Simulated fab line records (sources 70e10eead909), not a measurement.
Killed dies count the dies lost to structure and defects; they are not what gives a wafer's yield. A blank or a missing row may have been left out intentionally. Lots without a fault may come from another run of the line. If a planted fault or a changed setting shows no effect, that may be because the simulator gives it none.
Which tool was responsible?    flow nand_harc    Sampling: 14 lots, 41 wafers, 6 of 1302 route steps

## WHAT THE GAUGES SHOWED, per wafer
NHARC_A_ONON_D2_THK_MEAS_21: measures by ellipsometry.
lot   measured      on             thk_nm (nm)
L654  day 12 16:43  film_metro-02  999 999 1000
L655  day 13 21:43  film_metro-02  1010 1012 1013
L656  day 14 05:41  film_metro-01  989 987 989
L658  day 14 18:37  film_metro-01  988 987 986
L659  day 15 12:38  film_metro-02  1005 1004 1005
L660  day 15 12:38  film_metro-01  1009 1011 1009
L661  day 16 02:44  film_metro-02  995 995 998
L662  day 16 02:43  film_metro-01  1006 1004 1006
L669  day 19 06:45  film_metro-02  1004 1075 1003
L671  day 20 01:04  film_metro-01  1077 1010
L672  day 21 02:39  film_metro-02  1015 1015 1012
L673  day 21 02:40  film_metro-02  1007 1005 1007
L675  day 22 00:34  film_metro-01  993 991 992
L676  day 22 00:33  film_metro-02  987 987 988

NHARC_A_ONON_D2_THK_MEAS_27: measures by ellipsometry.
lot   measured      on             thk_nm (nm)
L654  day 12 17:51  film_metro-02  1001 1000 1001
L655  day 13 22:50  film_metro-01  999 999 999
L656  day 14 06:50  film_metro-02  976 974 975
L658  day 14 19:46  film_metro-01  988 987 987
L659  day 15 13:45  film_metro-01  1008 1008 1008
L660  day 15 13:47  film_metro-02  1012 1015 1014
L661  day 16 03:53  film_metro-01  987 986 987
L662  day 16 03:51  film_metro-02  997 997 1000
L669  day 19 07:53  film_metro-02  999 999 998
L671  day 20 02:12  film_metro-02  997 995
L672  day 21 03:47  film_metro-02  1000 1002 1002
L673  day 21 03:48  film_metro-01  993 992 994
L675  day 22 01:41  film_metro-01  987 984 986
L676  day 22 01:40  film_metro-02  987 987 988

NHARC_END_SORT_01.
lot   measured      on         killed_at_array  killed_at_other  killed_at_periphery  killed_dies  killed_open  killed_short
L654  day 24 10:16  prober-01  47 62 74         1 0 1            5 6 1                53 68 76     5 2 2        1 3 2

## EACH LOT AND THE TOOL THAT RAN IT (in order: tool; ch and the chambers of the sampled wafers; start)
lot   NHARC_A_CHANNEL_FILL_D1_ALD_15                  NHARC_A_DECK1_JOINT_CMP_02     NHARC_A_ONON_D2_DEP_19
L654  ald_sin_batch-01 ch 0, day 12 05:17 or earlier  cmp-01 ch 0,1,3, day 12 05:17  pecvd_onon-03 ch 0, day 12 16:12
L655  ald_sin_batch-01 ch 0, day 13 09:44 or earlier  cmp-01 ch 0,2,3, day 13 09:44  pecvd_onon-04 ch 0, day 13 21:16
L656  ald_sin_batch-02 ch 0, day 10 14:40             cmp-01 ch 0,1,3, day 13 17:08  pecvd_onon-03 ch 0, day 14 05:14
L658  ald_sin_batch-01 ch 0, day 11 02:22             cmp-04 ch 1,2,3, day 14 07:07  pecvd_onon-01 ch 0, day 14 18:09
L659  ald_sin_batch-01 ch 0, day 15 00:49 or earlier  cmp-03 ch 0,1,2, day 15 00:49  pecvd_onon-04 ch 0, day 15 12:07
L660  ald_sin_batch-01 ch 0, day 15 00:52 or earlier  cmp-04 ch 0,1,3, day 15 00:52  pecvd_onon-03 ch 0, day 15 12:08
L661  ald_sin_batch-01 ch 0, day 15 14:39 or earlier  cmp-04 ch 0,2, day 15 14:39    pecvd_onon-01 ch 0, day 16 02:13
L662  ald_sin_batch-03 ch 0, day 15 14:40 or earlier  cmp-03 ch 0,2, day 15 14:40    pecvd_onon-04 ch 0, day 16 02:13
L669  ald_sin_batch-03 ch 0, day 18 19:11 or earlier  cmp-04 ch 0,1, day 18 19:11    pecvd_onon-04 ch 0, day 19 06:14
L671  ald_sin_batch-03 ch 0, day 19 13:16 or earlier  cmp-01 ch 1,3, day 19 13:16    pecvd_onon-04 ch 0, day 20 00:44
L672  ald_sin_batch-01 ch 0, day 20 13:28 or earlier  cmp-03 ch 0,1,2, day 20 13:28  pecvd_onon-03 ch 0, day 21 02:08
L673  ald_sin_batch-03 ch 0, day 20 17:02 or earlier  cmp-04 ch 0,2,3, day 20 17:02  pecvd_onon-01 ch 0, day 21 02:10
L675  ald_sin_batch-02 ch 0, day 21 13:10 or earlier  cmp-03 ch 0,1,2, day 21 13:10  pecvd_onon-01 ch 0, day 22 00:02
L676  ald_sin_batch-02 ch 0, day 21 13:05 or earlier  cmp-04 ch 0,1,3, day 21 13:05  pecvd_onon-03 ch 0, day 22 00:09
- NHARC_A_CHANNEL_FILL_D1_ALD_15: deposits SiNx, target thk 2 nm, pulse time 60 s, ald cycles 19.
- NHARC_A_DECK1_JOINT_CMP_02: polishes SiOx.
- NHARC_A_ONON_D2_DEP_19: target thk 1000 nm.

## AS READ BY THE TOOLS THEMSELVES (means over the sampled wafers that have a number; for cases with no such wafer, the mark the record gives instead)
NHARC_A_CHANNEL_FILL_D1_ALD_15.
lot   tool              chamber_pressure_Torr (Torr)  precursor_pulse_height_rel
L654  ald_sin_batch-01  1.999                         0.995
L655  ald_sin_batch-01  1.996                         0.992
L656  ald_sin_batch-02  2.001                         0.984
L658  ald_sin_batch-01  2.006                         0.996
L659  ald_sin_batch-01  2.003                         1.016
L660  ald_sin_batch-01  1.998                         1.024
L661  ald_sin_batch-01  2.002                         0.994
L662  ald_sin_batch-03  1.999                         0.999
L669  ald_sin_batch-03  2.006                         0.997
L671  ald_sin_batch-03  1.990                         0.998
L672  ald_sin_batch-01  1.996                         0.992
L673  ald_sin_batch-03  2.001                         0.995
L675  ald_sin_batch-02  2.000                         1.005
L676  ald_sin_batch-02  1.995                         0.992

NHARC_A_DECK1_JOINT_CMP_02.
lot   tool    motor_current_A (A)
L654  cmp-01  13.5
L655  cmp-01  12.4
L656  cmp-01  12.8
L658  cmp-04  13.2
L659  cmp-03  11.7
L660  cmp-04  12.6
L661  cmp-04  10.9
L662  cmp-03  11.1
L669  cmp-04  13.0
L671  cmp-01  11.8
L672  cmp-03  11.3
L673  cmp-04  10.9
L675  cmp-03  11.6
L676  cmp-04  12.3

## THE ANSWER, worked out from the rows above alone
Rule: what is usual is taken from the lots themselves. The widest of any qualifying gaps counts: lots, ordered by their means at a reading, are off when they make up no more than a third of the lots, leave a main group of 4 or more, and stand apart from it by 3 or more times the standard deviation of that group's means. If all means in a main group match to the digits the tables above print for the reading, that group is not used. A lot without any number at a reading at which 4 lots or more have one is off too. Any other lot the step has rows for is counted as sound. After the gauges, taken in route order, come the tools' own readings; for these a lot's mean is taken, as printed above. The first step at which some lot is off is used, and at that step the reading that is off furthest; a lot without a number counts as furthest.
Nothing can be told from this: no lot is off at any reading shown.

## WHAT WAS PUT IN BY THE SIMULATOR
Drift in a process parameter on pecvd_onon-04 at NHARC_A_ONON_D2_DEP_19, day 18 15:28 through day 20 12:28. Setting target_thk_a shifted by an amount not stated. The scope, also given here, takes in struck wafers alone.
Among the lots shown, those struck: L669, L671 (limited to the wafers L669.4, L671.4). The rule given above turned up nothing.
